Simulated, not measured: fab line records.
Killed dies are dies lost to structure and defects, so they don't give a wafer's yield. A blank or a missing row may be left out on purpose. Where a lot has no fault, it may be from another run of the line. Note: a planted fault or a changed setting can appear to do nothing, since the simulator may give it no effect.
fab line records -- flow n5-finfet
record lots=9, wafers=25, last-day=17
route steps=1938 shown HKMG_FIN@387 BEOL_M4@1111 PASSIVATION@1936
lots that met no fault: from a run of the same line without faults
start-h: hours from the record's opening day to when the first of the lot's shown wafers began -- wait-h: hours from the lot's prior step to this one -- " same as the row above -- L1.1+2: one row covering several wafers at once -- - either no value or no given start -- * or withheld: withheld -- < > ~ a bound
route shown NAME@n: a module of which the file shows steps, and the number in the route of the first -- usual: average and standard deviation across the fault-free wafers -- same: alike in all rows -- chamber/n: place in a boat -- sites: readings site by site -- _std_site: how widely they spread, as a standard deviation -- _edge_site: outer sites' mean less inner sites' -- radius-mm: for every site, how far away it sits from the centre of the wafer -- mask NAME#n: copy n -- behind: the last tool/chamber to shape the wafer -- hold: cause of the lot's hold/its duration in hours/its outcome -- device: which transistor (n, p or np) failed to switch -- end of line: the route-end tests of the same wafers -- step lacking rows: just its recipe -- killed: the dies lost at the first sort to structure and to defects; this is not the yield of the wafer -- map: the dies of a wafer, with x for killed, . for not killed, _ for no die there
set.NAME: setting as actually run; set.NAME@STEP: the setting as run at that earlier step -- model.NAME: the simulator's own value behind a step, which no gauge read
one table for each step of the route and one row for each wafer, over a sample of lots
services: when a tool's chamber went out of use (start-h, in hours from the record's first day, below 0 if earlier), for how many hours, and the reason
## steps
# step N5_HKMG_FIN_HK_ANNEAL_02
# recipe temp-c=700, time-s=30, ambient=N2, idle-temp-c=600, ramp-up-c-per-s=150, ramp-down-c-per-s=60, cool-to-c=600
# usual lamp-power-pct=8.80/0.051, lamp_zone_7_pct=9.192/0.011, wafer_temp_C_max=702.9/0.69
# same time-s=30
lot.wafer,tool,chamber,start-h,wait-h,lamp-power-pct,lamp_zone_7_pct,wafer_temp_C_max
L369.1,rtp-anneal-02,0,77.70,0.3,8.76,9.191,703.2
L369.5,rtp-anneal-02,0,77.70,0.3,8.81,9.212,701.9
L373.2,rtp-anneal-01,0,105.29,0.1,8.76,9.193,704.0
L373.4,rtp-anneal-01,0,105.29,0.1,8.80,9.192,702.7
L373.6,rtp-anneal-01,0,105.29,0.1,8.85,9.183,702.5
L375.1,rtp-anneal-02,0,114.58,0.1,8.80,9.201,702.1
L375.2,rtp-anneal-02,0,114.58,0.1,8.87,9.198,702.3
L375.5,rtp-anneal-02,0,114.58,0.1,8.77,9.205,703.4
L377.1,rtp-anneal-01,0,126.12,0.2,8.74,9.197,703.3
L377.3,rtp-anneal-01,0,126.12,0.2,8.73,9.176,704.3
L377.5,rtp-anneal-01,0,126.12,0.2,8.74,9.214,704.1
L379.1,rtp-anneal-01,0,138.13,0.3,8.81,9.197,703.3
L379.4,rtp-anneal-01,0,138.13,0.3,8.85,9.192,702.3
L379.5,rtp-anneal-01,0,138.13,0.3,8.83,9.197,702.4
L380.5,rtp-anneal-01,0,143.01,0.2,8.78,9.176,702.5
L380.6,rtp-anneal-01,0,143.01,0.2,8.80,9.180,703.2
L382.2,rtp-anneal-02,0,153.91,0.2,8.70,9.211,702.8
L382.4,rtp-anneal-02,0,153.91,0.2,8.73,9.190,701.9
L382.6,rtp-anneal-02,0,153.91,0.2,8.82,9.210,703.0
L383.2,rtp-anneal-01,0,159.69,0.1,8.78,9.205,702.5
L383.4,rtp-anneal-01,0,159.69,0.1,8.75,9.195,702.9
L383.6,rtp-anneal-01,0,159.69,0.1,8.91,9.209,702.6
L391.1,rtp-anneal-01,0,210.10,0.2,8.85,9.205,702.8
L391.2,rtp-anneal-01,0,210.10,0.2,8.87,9.191,702.5
L391.6,rtp-anneal-01,0,210.10,0.2,8.76,9.187,702.2
# step N5_HKMG_FIN_DESCUM_53
# recipe chemistry=O2, time-s=7.9, source-power-w=50, bias-power-w=20, pressure-mtorr=20, rf-frequency-hz=2.712e+07, temp-c=40, resist=CAR-ArF, o2-flow-sccm=225
# usual drypump-motor-current-A=5.70/0.3, oes-product-au=0.80/0.081, rf-vpp-V=243.3/1.2, showerhead-plenum-p-Torr=2.10/0.057, throttle-valve-pct=20.3/0.32
# same time-s=7.9
lot.wafer,tool,chamber,start-h,wait-h,drypump-motor-current-A,oes-product-au,rf-hours-counter-h,rf-vpp-V,showerhead-plenum-p-Torr,throttle-valve-pct
L369.1,rie-diel-06,1,78.73,0.0,5.94,0.68,213,243.0,2.14,20.5
L369.5,rie-diel-06,1,78.73,0.0,5.92,0.69,-,244.2,2.14,20.5
L373.2,rie-diel-06,2,106.10,0.0,5.65,0.85,57,244.7,2.11,20.4
L373.4,rie-diel-06,0,106.10,0.0,5.58,0.87,26,242.3,2.02,19.8
L373.6,rie-diel-06,1,106.10,0.0,5.91,0.68,-,244.7,2.13,20.5
L375.1,rie-diel-06,3,115.42,0.0,6.04,0.84,76,243.1,2.12,20.2
L375.2,rie-diel-06,2,115.42,0.0,5.65,0.85,61,244.0,2.11,20.5
L375.5,rie-diel-06,3,115.42,0.0,6.07,0.84,-,244.3,2.12,20.2
L377.1,rie-diel-04,1,126.99,0.0,5.43,0.71,195,242.8,2.09,20.4
L377.3,rie-diel-04,3,126.99,0.0,6.17,0.81,62,241.9,2.04,20.2
L377.5,rie-diel-04,3,126.99,0.0,6.18,0.82,-,241.6,2.04,20.2
L379.1,rie-diel-01,0,138.98,0.0,5.13,0.89,22,243.3,2.15,20.3
L379.4,rie-diel-01,1,138.98,0.0,5.57,0.75,182,244.2,2.18,20.9
L379.5,rie-diel-01,3,138.98,0.0,5.51,0.87,-,243.6,2.14,20.6
L380.5,rie-diel-06,0,143.87,0.1,5.55,0.85,-,243.8,2.02,19.8
L380.6,rie-diel-06,1,143.87,0.1,5.93,0.68,-,245.2,2.13,20.5
L382.2,rie-diel-06,3,154.95,0.2,6.05,0.83,89,243.6,2.11,20.2
L382.4,rie-diel-06,0,154.95,0.2,5.56,0.85,43,240.4,2.02,19.8
L382.6,rie-diel-06,1,154.95,0.2,5.92,0.68,-,242.3,2.13,20.5
L383.2,rie-diel-01,0,160.55,0.2,5.14,0.88,28,243.2,2.15,20.4
L383.4,rie-diel-01,2,160.55,0.2,5.90,0.69,236,241.6,1.96,20.8
L383.6,rie-diel-01,3,160.55,0.2,5.55,0.87,-,243.9,2.13,20.6
L391.1,rie-diel-06,2,210.88,0.0,5.66,0.81,99,243.6,2.10,20.5
L391.2,rie-diel-06,0,210.88,0.0,5.54,0.82,62,241.1,2.01,19.8
L391.6,rie-diel-06,2,210.88,0.0,5.67,0.82,-,243.6,2.10,20.5
# step N5_HKMG_FIN_PWFM_ALD_03
# recipe material=TiN, target-thk-a=20, temp-c=400, ald-precursor-family=TiCl4, ald-co-reactant=NH3, pulse-time-s=1, purge-time-s=3, co-reactant-purge-time-s=2, co-reactant-pulse-time-s=2, ald-cycles=91, pressure-torr=3
# usual ald-cycles=91/0, heater-power-outer-w=526/50, heater-power-w=869/94, precursor-pulse-height-rel=1.000/0.02
lot.wafer,tool,chamber,start-h,wait-h,ald-cycles,heater-power-outer-w,heater-power-w,precursor-pulse-height-rel,since-wet-clean-h
L369.1,ald-metal-02,2,81.18,0.0,91,547,899,0.999,2821
L369.5,ald-metal-02,3,81.18,0.0,91,428,696,0.994,-
L373.2,ald-metal-04,1,108.59,0.0,91,606,958,0.978,5925
L373.4,ald-metal-04,3,108.59,0.0,91,489,797,1.007,5925
L373.6,ald-metal-04,0,108.59,0.0,91,589,948,0.960,-
L375.1,ald-metal-03,1,117.93,0.0,91,615,919,1.025,4396
L375.2,ald-metal-03,3,117.93,0.0,91,565,999,1.004,4396
L375.5,ald-metal-03,1,117.93,0.0,91,614,928,1.001,-
L377.1,ald-metal-02,0,129.48,0.0,91,480,824,1.016,2869
L377.3,ald-metal-02,2,129.48,0.0,91,552,919,1.011,2869
L377.5,ald-metal-02,1,129.48,0.0,91,512,877,1.025,-
L379.1,ald-metal-04,0,141.48,0.0,91,578,989,0.995,5958
L379.4,ald-metal-04,3,141.48,0.0,91,491,805,0.993,5958
L379.5,ald-metal-04,3,141.48,0.0,91,502,784,1.007,-
L380.5,ald-metal-02,1,146.51,0.3,91,499,873,1.032,-
L380.6,ald-metal-02,0,146.51,0.3,91,489,794,0.999,-
L382.2,ald-metal-02,3,157.55,0.0,91,427,679,1.004,2897
L382.4,ald-metal-02,0,157.55,0.0,91,486,759,0.998,2897
L382.6,ald-metal-02,0,157.55,0.0,99,482,783,0.987,-
L383.2,ald-metal-02,3,162.99,0.0,91,441,668,0.989,2903
L383.4,ald-metal-02,2,162.99,0.0,91,558,897,1.027,2903
L383.6,ald-metal-02,0,162.99,0.0,99,490,763,0.997,-
L391.1,ald-metal-03,3,213.47,0.0,91,585,1000,0.989,4492
L391.2,ald-metal-03,0,213.47,0.0,91,502,856,0.990,4492
L391.6,ald-metal-03,3,213.47,0.0,91,568,997,1.027,-
# step N5_HKMG_FIN_ETCH_32
# recipe chemistry=N2/H2, target=SOC, target-depth-a=2400, temp-c=40, time-s=300, ion-energy-ev=200, mask-material=SiARC, pressure-mtorr=30, source-w=840, bias-w=150, n2-flow-sccm=200, h2-flow-sccm=200
# usual drypump-motor-current-A=5.70/0.29, oes-product-au=0.80/0.084, rf-vpp-V=524.2/2.1, showerhead-plenum-p-Torr=2.56/0.073, throttle-valve-pct=17.86/0.27
# same time-s=300
lot.wafer,tool,chamber,start-h,wait-h,drypump-motor-current-A,oes-product-au,rf-hours-counter-h,rf-vpp-V,showerhead-plenum-p-Torr,throttle-valve-pct
L369.1,rie-diel-04,1,82.25,0.0,5.41,0.72,179,524.3,2.52,17.54
L369.5,rie-diel-04,0,82.25,0.0,6.21,0.96,-,525.8,2.61,17.62
L373.2,rie-diel-01,0,109.61,0.0,5.15,0.93,11,526.5,2.64,17.87
L373.4,rie-diel-01,2,109.61,0.0,5.83,0.68,218,520.5,2.42,18.28
L373.6,rie-diel-01,2,109.61,0.0,5.82,0.69,-,521.0,2.42,18.26
L375.1,rie-diel-01,1,118.94,0.0,5.57,0.74,175,527.0,2.65,18.34
L375.2,rie-diel-01,2,118.94,0.0,5.88,0.69,221,518.7,2.41,18.31
L375.5,rie-diel-01,0,118.94,0.0,5.12,0.93,-,525.7,2.64,17.87
L377.1,rie-diel-06,2,130.52,0.0,5.68,0.88,66,526.0,2.56,17.82
L377.3,rie-diel-06,1,130.52,0.0,5.94,0.70,232,526.9,2.61,17.98
L377.5,rie-diel-06,2,130.52,0.0,5.67,0.89,-,524.4,2.56,17.81
L379.1,rie-diel-01,1,142.70,0.0,5.55,0.73,184,526.9,2.65,18.35
L379.4,rie-diel-01,0,142.70,0.0,5.13,0.91,23,524.6,2.64,17.91
L379.5,rie-diel-01,1,142.70,0.0,5.54,0.73,-,526.5,2.65,18.35
L380.5,rie-diel-04,1,147.27,0.1,5.42,0.70,-,522.8,2.51,17.60
L380.6,rie-diel-04,2,147.27,0.1,5.48,0.74,-,526.4,2.64,17.64
L382.2,rie-diel-06,1,158.76,0.0,5.93,0.69,244,527.0,2.60,17.98
L382.4,rie-diel-06,3,158.76,0.0,6.05,0.82,-,523.9,2.56,17.60
L382.6,rie-diel-06,1,158.76,0.0,5.93,0.68,-,525.4,2.60,18.01
L383.2,rie-diel-01,0,163.89,0.0,5.13,0.89,29,524.7,2.63,17.90
L383.4,rie-diel-01,3,163.89,0.0,5.53,0.84,58,525.5,2.58,17.94
L383.6,rie-diel-01,0,163.89,0.0,5.13,0.90,-,525.4,2.63,17.89
L391.1,rie-diel-06,3,214.38,0.0,6.04,0.80,115,523.7,2.55,17.64
L391.2,rie-diel-06,2,214.38,0.0,5.68,0.85,100,525.3,2.54,17.89
L391.6,rie-diel-06,0,214.38,0.0,5.57,0.80,-,522.1,2.50,17.74
# step N5_BEOL_M4_RC_MEAS_101
# usual DIBL_N=36.0/2.2, DIBL_P=35.9/2.6, IOFF_N=0.16/0.038, IOFF_P=0.21/0.042, ION_N=675/15, ION_P=463/10, SS_N=71.5/0.62, SS_P=73.2/0.76, VT_N=250/4.1, VT_P=-251/3.6
lot.wafer,tool,chamber,start-h,wait-h,DIBL_N[mV/V],DIBL_P[mV/V],IOFF_N[nA/um],IOFF_P[nA/um],ION_N[uA/um],ION_P[uA/um],SS_N[mV/dec],SS_P[mV/dec],VT_N[mV],VT_P[mV]
L369.1,prober-01,0,168.74,0.0,37.3,37.3,0.17,0.21,674,461,71.5,73.2,251,-254
L369.5,prober-01,0,168.74,0.0,35.4,35.0,0.14,0.19,667,454,71.6,72.4,251,-253
L373.2,prober-01,0,195.36,0.2,38.7,39.3,0.21,0.26,690,471,72.2,74.5,245,-249
L373.4,prober-01,0,195.36,0.2,36.1,35.5,0.16,0.19,675,459,72.4,73.7,249,-251
L373.6,prober-01,0,195.36,0.2,33.1,32.3,0.12,0.16,662,452,71.2,72.1,252,-253
L375.1,prober-01,0,214.28,0.0,36.5,35.6,0.15,0.20,672,462,71.5,73.3,249,-249
L375.2,prober-01,0,214.28,0.0,34.2,34.0,0.13,0.19,682,473,70.9,72.4,253,-250
L375.5,prober-01,0,214.28,0.0,35.0,34.3,0.13,0.19,673,465,70.7,72.6,251,-249
L377.1,prober-02,0,215.85,0.0,37.8,37.3,0.16,0.19,675,459,71.2,73.3,252,-254
L377.3,prober-02,0,215.85,0.0,35.3,34.2,0.12,0.16,644,445,70.9,73.4,259,-256
L377.5,prober-02,0,215.85,0.0,35.8,33.6,0.13,0.15,653,446,71.9,72.5,256,-259
L379.1,prober-01,0,230.50,0.0,38.5,36.9,0.16,0.26,684,475,71.2,73.7,248,-247
L379.4,prober-01,0,230.50,0.0,32.9,30.5,0.09,0.17,639,447,70.3,72.9,257,-250
L379.5,prober-01,0,230.50,0.0,37.7,36.0,0.16,0.25,674,474,71.4,73.6,248,-245
L382.2,prober-02,0,247.47,0.2,36.8,35.6,0.16,0.23,677,467,70.6,73.3,249,-247
L382.4,prober-02,0,247.47,0.2,37.0,36.6,0.16,0.25,671,471,71.9,73.8,247,-248
L382.6,prober-02,0,247.47,0.2,36.8,36.4,0.16,0.30,685,483,71.2,72.4,250,-246
L380.5,prober-01,0,247.91,0.6,34.9,34.8,0.14,0.18,681,466,71.4,72.5,250,-250
L380.6,prober-01,0,247.91,0.6,35.5,36.6,0.15,0.20,666,456,71.6,73.4,246,-254
L383.2,prober-01,0,264.52,0.2,35.9,34.9,0.14,0.17,670,458,71.9,73.3,253,-257
L383.4,prober-01,0,264.52,0.2,34.5,34.9,0.14,0.17,656,452,71.3,74.0,248,-256
L383.6,prober-01,0,264.52,0.2,33.3,32.4,0.10,0.18,632,447,71.4,73.3,254,-252
L391.1,prober-02,0,306.35,0.0,36.0,37.0,0.18,0.25,684,464,71.0,73.4,245,-248
L391.2,prober-02,0,306.35,0.0,35.7,36.7,0.18,0.25,693,475,71.2,73.6,244,-245
L391.6,prober-02,0,306.35,0.0,35.6,37.8,0.19,0.28,700,491,71.5,74.2,245,-245
# step N5_PASSIVATION_PROBE_49
# usual defect-limited-yield=91.4/1.6, killed_at_M0_to_M3=35/10, killed_at_M4_up=12/4.7, killed-at-contacts=12/5.8, killed-at-front-end=38/12, killed-at-other=4/3.2, killed-dies=102/18, killed-open=68/14, killed-short=32/8, sort_bin_5_function=5.1/0.96, sort_bin_6_memory=3.2/0.77, sort_bin_8_speed=0.1/0.39, sort-n-pass=1078/20, sort-yield-pct=91.3/1.7
# same gross-dies=1180, killed-at-back-side=0, sort_bin_4_leakage[%]=0
lot.wafer,tool,chamber,start-h,wait-h,defect-limited-yield[%],killed_at_M0_to_M3,killed_at_M4_up,killed-at-contacts,killed-at-front-end,killed-at-other,killed-dies,killed-open,killed-short,sort_bin_5_function[%],sort_bin_6_memory[%],sort_bin_8_speed[%],sort-n-pass,sort-yield-pct[%]
L369.1,prober-02,-,275.55,0.0,93.6,31,10,7,24,4,76,45,30,3.8,2.4,0,1104,93.6
L369.5,prober-02,-,275.75,0.2,90.9,31,23,10,36,7,107,78,21,4.5,3.7,0,1073,90.9
L373.2,prober-01,-,309.28,0.6,92.8,30,9,12,28,6,85,55,29,3.6,3.1,0,1095,92.8
L373.4,prober-01,-,309.38,0.7,91.8,32,7,10,42,6,97,66,29,5.2,2.5,0,1083,91.8
L373.6,prober-01,-,309.48,0.8,90.5,47,11,10,39,5,112,83,28,5.5,3.6,0,1068,90.5
L377.1,prober-01,-,325.63,0.0,91.8,33,10,13,39,2,97,75,22,4.8,3.3,0,1083,91.8
L377.3,prober-01,-,325.73,0.1,94.6,21,10,6,24,3,64,43,19,3.4,1.6,0.2,1114,94.4
L377.5,prober-01,-,325.83,0.2,93.1,29,7,6,35,4,81,49,32,4.6,2.0,0,1099,93.1
L375.1,prober-01,-,327.58,0.0,91.6,43,15,12,26,3,99,70,29,4.8,3.2,0,1081,91.6
L375.2,prober-01,-,327.63,0.1,91.4,51,10,8,28,5,102,65,31,4.8,3.1,0,1078,91.4
L375.5,prober-01,-,327.78,0.2,93.1,37,15,5,20,5,82,63,19,4.3,2.5,0,1098,93.1
L379.1,prober-01,-,337.37,0.0,91.1,50,10,11,34,0,105,67,37,5.8,2.8,0,1075,91.1
L379.4,prober-01,-,337.52,0.2,87.5,58,10,11,68,1,148,93,50,7.8,3.8,3.6,990,83.9
L379.5,prober-01,-,337.57,0.2,88.0,59,13,24,46,0,142,95,46,6.9,4.7,0,1038,88.0
L380.5,prober-02,-,358.55,0.2,90.5,37,23,13,35,4,112,80,31,6.9,2.5,0,1068,90.5
L380.6,prober-02,-,358.60,0.3,89.8,34,15,14,52,5,120,76,44,6.3,3.7,0,1060,89.8
L382.2,prober-02,-,359.63,1.0,92.9,26,10,10,38,0,84,56,28,4.9,1.9,0,1096,92.9
L382.4,prober-02,-,359.73,1.1,89.4,33,18,25,45,4,125,91,34,5.4,4.7,0,1055,89.4
L382.6,prober-02,-,359.83,1.2,89.7,44,12,13,52,1,122,78,44,5.5,4.4,0,1058,89.7
L383.2,prober-01,-,373.35,0.1,89.1,45,19,7,45,13,129,83,45,5.7,4.9,0,1051,89.1
L383.4,prober-01,-,373.45,0.2,89.9,46,17,11,36,9,119,91,28,6.4,3.6,0,1061,89.9
L383.6,prober-01,-,373.55,0.3,90.0,48,9,23,32,6,118,81,35,5.8,3.9,1.3,1047,88.7
L391.1,prober-02,-,403.77,0.0,90.1,39,14,19,42,3,117,85,31,6.0,3.7,0,1063,90.1
L391.2,prober-02,-,403.82,0.1,90.8,31,5,17,54,1,108,71,35,5.1,3.7,0,1072,90.8
L391.6,prober-02,-,404.02,0.3,91.1,31,15,12,44,3,105,66,39,6.2,2.5,0,1075,91.1
# killed by level:class
L369.1 BEOL_M2:geometric-particle:open=8 BEOL_M0_SAQP:geometric-particle:short=7 BEOL_M3:geometric-particle:open=5 MOL_CONTACT_COAG:geometric-particle:open=4 GATE_CUT:geometric-particle:short=4 STI_FIN_REVEAL:geometric-particle:open=3 BEOL_M0_SAQP:geometric-particle:open=3 MOL_CONTACT_COAG:geometric-particle:short=3
L369.5 MOL_CONTACT_COAG:geometric-particle:open=10 BEOL_M1:geometric-particle:open=10 BEOL_M4:geometric-particle:open=9 GATE_CUT:geometric-particle:open=7 BEOL_M2:geometric-particle:open=7 HKMG_FIN:area-etch=7 FIN_SAQP:geometric-particle:open=6 FIN_SAQP:geometric-particle:short=5
L373.2 BEOL_M1:geometric-particle:open=14 MOL_CONTACT_COAG:geometric-particle:open=10 FIN_SAQP:geometric-particle:short=7 GATE_CUT:geometric-particle:short=7 FIN_SAQP:geometric-particle:open=5 BEOL_M3:geometric-particle:open=5 BEOL_M0_SAQP:geometric-particle:short=4 STARTING-WAFER:geometric-particle:short=4
L373.4 FIN_SAQP:geometric-particle:open=19 BEOL_M1:geometric-particle:open=10 MOL_CONTACT_COAG:geometric-particle:open=9 FIN_SAQP:geometric-particle:short=8 BEOL_M0_SAQP:geometric-particle:open=7 BEOL_M0_SAQP:geometric-particle:short=7 STARTING-WAFER:geometric-particle:open=4 BEOL_M0:geometric-particle:open=3
L373.6 BEOL_M2:geometric-particle:open=17 FIN_SAQP:geometric-particle:open=11 FIN_SAQP:geometric-particle:short=11 STI_FIN_REVEAL:geometric-particle:open=9 MOL_CONTACT_COAG:geometric-particle:open=9 BEOL_M3:geometric-particle:open=8 BEOL_M0_SAQP:geometric-particle:open=7 BEOL_M1:geometric-particle:open=7
L377.1 FIN_SAQP:geometric-particle:open=15 MOL_CONTACT_COAG:geometric-particle:open=12 BEOL_M2:geometric-particle:open=11 STI_FIN_REVEAL:geometric-particle:open=8 BEOL_M0:geometric-particle:open=8 BEOL_M0_SAQP:geometric-particle:open=4 BEOL_M4:geometric-particle:open=4 FIN_SAQP:geometric-particle:short=3
L377.3 DUMMY_GATE:geometric-particle:open=10 BEOL_M4:geometric-particle:open=7 BEOL_M1:geometric-particle:open=5 MOL_CONTACT_COAG:geometric-particle:open=4 BEOL_M0_SAQP:geometric-particle:short=4 BEOL_M2:geometric-particle:open=4 BEOL_M0:geometric-particle:open=3 FIN_SAQP:geometric-particle:open=2
L377.5 STI_FIN_REVEAL:geometric-particle:open=9 BEOL_M2:geometric-particle:open=6 FIN_SAQP:geometric-particle:short=4 STI_FIN_REVEAL:geometric-particle:short=4 MOL_CONTACT_COAG:geometric-particle:open=4 BEOL_M0_SAQP:geometric-particle:open=4 BEOL_M0:geometric-particle:open=4 FIN_SAQP:geometric-particle:open=3
L375.1 BEOL_M0_SAQP:geometric-particle:open=14 BEOL_M3:geometric-particle:open=14 STI_FIN_REVEAL:geometric-particle:open=8 MOL_CONTACT_COAG:geometric-particle:open=8 BEOL_M0_SAQP:geometric-particle:short=7 GATE_CUT:geometric-particle:short=5 BEOL_M4:geometric-particle:open=5 MOL_CONTACT_COAG:geometric-particle:short=4
L375.2 BEOL_M0_SAQP:geometric-particle:open=12 BEOL_M3:geometric-particle:open=11 BEOL_M0_SAQP:geometric-particle:short=10 MOL_CONTACT_COAG:geometric-particle:open=8 BEOL_M2:geometric-particle:open=8 BEOL_M1:geometric-particle:open=7 HKMG_FIN:area-etch=6 FIN_SAQP:geometric-particle:short=5
L375.5 BEOL_M3:geometric-particle:open=13 BEOL_M4:geometric-particle:open=11 BEOL_M0_SAQP:geometric-particle:open=10 BEOL_M1:geometric-particle:open=7 DUMMY_GATE:geometric-particle:open=4 MOL_CONTACT_COAG:geometric-particle:open=4 FIN_SAQP:geometric-particle:short=3 STI_FIN_REVEAL:geometric-particle:open=3
L379.1 BEOL_M2:geometric-particle:open=13 BEOL_M0_SAQP:geometric-particle:short=10 MOL_CONTACT_COAG:geometric-particle:open=10 BEOL_M0_SAQP:geometric-particle:open=9 FIN_SAQP:geometric-particle:short=8 STI_FIN_REVEAL:geometric-particle:open=8 BEOL_M3:geometric-particle:open=6 BEOL_M2:geometric-particle:short=5
L379.4 FIN_SAQP:geometric-particle:open=20 FIN_SAQP:geometric-particle:short=19 BEOL_M0_SAQP:geometric-particle:short=16 BEOL_M3:geometric-particle:open=12 BEOL_M0_SAQP:geometric-particle:open=11 BEOL_M2:geometric-particle:open=11 STI_FIN_REVEAL:geometric-particle:open=10 MOL_CONTACT_COAG:geometric-particle:open=10
L379.5 MOL_CONTACT_COAG:geometric-particle:open=21 BEOL_M0_SAQP:geometric-particle:short=15 BEOL_M3:geometric-particle:open=15 FIN_SAQP:geometric-particle:open=10 BEOL_M0_SAQP:geometric-particle:open=9 BEOL_M2:geometric-particle:open=9 FIN_SAQP:geometric-particle:short=8 STI_FIN_REVEAL:geometric-particle:open=8
L380.5 MOL_CONTACT_COAG:geometric-particle:open=12 BEOL_M4:geometric-particle:open=11 STI_FIN_REVEAL:geometric-particle:open=10 BEOL_M0_SAQP:geometric-particle:open=10 BEOL_M2:geometric-particle:open=9 FIN_SAQP:geometric-particle:open=6 FIN_SAQP:geometric-particle:short=5 BEOL_M1:geometric-particle:open=5
L380.6 FIN_SAQP:geometric-particle:open=20 MOL_CONTACT_COAG:geometric-particle:open=13 FIN_SAQP:geometric-particle:short=11 BEOL_M0_SAQP:geometric-particle:short=9 BEOL_M2:geometric-particle:open=7 BEOL_M4:geometric-particle:open=6 BEOL_M0_SAQP:geometric-particle:open=5 BEOL_M3:geometric-particle:short=5
L382.2 STI_FIN_REVEAL:geometric-particle:open=10 MOL_CONTACT_COAG:geometric-particle:open=9 BEOL_M0_SAQP:geometric-particle:short=9 FIN_SAQP:geometric-particle:open=8 GATE_CUT:geometric-particle:short=5 GATE_CUT:geometric-particle:open=5 BEOL_M0_SAQP:geometric-particle:open=5 BEOL_M4:geometric-particle:short=4
L382.4 MOL_CONTACT_COAG:geometric-particle:open=21 FIN_SAQP:geometric-particle:open=14 BEOL_M2:geometric-particle:open=13 STI_FIN_REVEAL:geometric-particle:open=8 FIN_SAQP:geometric-particle:short=7 BEOL_M4:geometric-particle:open=6 BEOL_M1:geometric-particle:open=5 MOL_CONTACT_COAG:geometric-particle:short=4
L382.6 FIN_SAQP:geometric-particle:open=16 BEOL_M0_SAQP:geometric-particle:short=16 MOL_CONTACT_COAG:geometric-particle:open=10 FIN_SAQP:geometric-particle:short=9 BEOL_M3:geometric-particle:open=9 BEOL_M1:geometric-particle:open=8 BEOL_M2:geometric-particle:open=7 DUMMY_GATE:geometric-particle:open=6
L383.2 BEOL_M0_SAQP:geometric-particle:open=13 FIN_SAQP:geometric-particle:short=12 STI_FIN_REVEAL:geometric-particle:open=12 BEOL_M0_SAQP:geometric-particle:short=12 BEOL_M4:geometric-particle:open=11 BEOL_M3:geometric-particle:open=9 FIN_SAQP:geometric-particle:open=7 MOL_CONTACT_COAG:geometric-particle:open=5
L383.4 BEOL_M3:geometric-particle:open=15 BEOL_M2:geometric-particle:open=11 STI_FIN_REVEAL:geometric-particle:open=9 MOL_CONTACT_COAG:geometric-particle:open=9 BEOL_M0_SAQP:geometric-particle:open=7 FIN_SAQP:geometric-particle:open=6 BEOL_M0_SAQP:geometric-particle:short=6 BEOL_M4:geometric-particle:open=6
L383.6 MOL_CONTACT_COAG:geometric-particle:open=21 BEOL_M0_SAQP:geometric-particle:short=14 BEOL_M0_SAQP:geometric-particle:open=13 BEOL_M3:geometric-particle:open=9 BEOL_M2:geometric-particle:open=8 STI_FIN_REVEAL:geometric-particle:open=7 ILD0:geometric-particle:open=5 DUMMY_GATE:geometric-particle:open=3
L391.1 MOL_CONTACT_COAG:geometric-particle:open=17 FIN_SAQP:geometric-particle:open=15 BEOL_M0_SAQP:geometric-particle:open=12 FIN_SAQP:geometric-particle:short=11 BEOL_M2:geometric-particle:open=9 BEOL_M0_SAQP:geometric-particle:short=7 BEOL_M3:geometric-particle:open=7 BEOL_M4:geometric-particle:open=6
L391.2 FIN_SAQP:geometric-particle:short=17 FIN_SAQP:geometric-particle:open=14 MOL_CONTACT_COAG:geometric-particle:open=14 BEOL_M0_SAQP:geometric-particle:open=12 BEOL_M0_SAQP:geometric-particle:short=8 DUMMY_GATE:geometric-particle:open=6 BEOL_M2:geometric-particle:open=5 GATE_CUT:geometric-particle:open=4
L391.6 BEOL_M0_SAQP:geometric-particle:open=11 BEOL_M0_SAQP:geometric-particle:short=11 FIN_SAQP:geometric-particle:open=10 STI_FIN_REVEAL:geometric-particle:open=10 MOL_CONTACT_COAG:geometric-particle:open=8 FIN_SAQP:geometric-particle:short=7 STARTING-WAFER:geometric-particle:short=5 MOL_CONTACT_COAG:geometric-particle:short=4
## services
tool,chamber,start-h,hours,kind
ald-metal-02,-,57.92,1.2,repair
rie-diel-01,0,59.73,-,clean
rie-diel-01,0,59.73,-,consumable-replace:focus-ring
rie-diel-01,0,59.73,18.3,scheduled-down
rie-diel-01,0,59.73,18.3,vent-cycle
ald-metal-03,-,62.85,0.8,repair
rie-diel-01,3,64.59,9.1,repair
ald-metal-04,0,73.22,-,calibration
rie-diel-06,3,73.33,7.0,repair
ald-metal-04,-,73.33,0.9,repair
ald-metal-02,-,87.15,2.8,repair
rie-diel-04,0,102.22,2.3,repair
rie-diel-06,0,155.65,13.1,repair
rie-diel-01,1,173.91,5.0,repair
rie-diel-06,1,187.11,16.2,repair
ald-metal-02,1,187.77,24.8,repair
rie-diel-01,2,201.16,-,clean
rie-diel-01,2,201.16,-,consumable-replace:focus-ring
rie-diel-01,2,201.16,-,consumable-replace:showerhead
rie-diel-01,2,201.16,13.0,scheduled-down
rie-diel-01,2,201.16,13.0,vent-cycle
rie-diel-04,1,204.77,9.1,repair
## key
first-sign step=N5_HKMG_FIN_PWFM_ALD_03, reading=ald-cycles, direction=up, sigmas=99+, usual=*, struck=*
effect none on later readings
met-at N5_HKMG_FIN_PWFM_ALD_03
struck-lots L382,L383
struck-wafers L382.6,L383.6
not-acting-at N5_HKMG_FIN_HK_ANNEAL_02,N5_HKMG_FIN_DESCUM_53,N5_HKMG_FIN_ETCH_32
onset-between 146.51 157.55
fault kind=process-parameter-drift, tool=ald-metal-02, chamber=-, onset-h=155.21, steps=N5_HKMG_FIN_PWFM_ALD_03, channel=ald-cycles, offset=*, shape=step, end-h=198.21, scope=struck-wafers-only, acts-in=*, stated=*
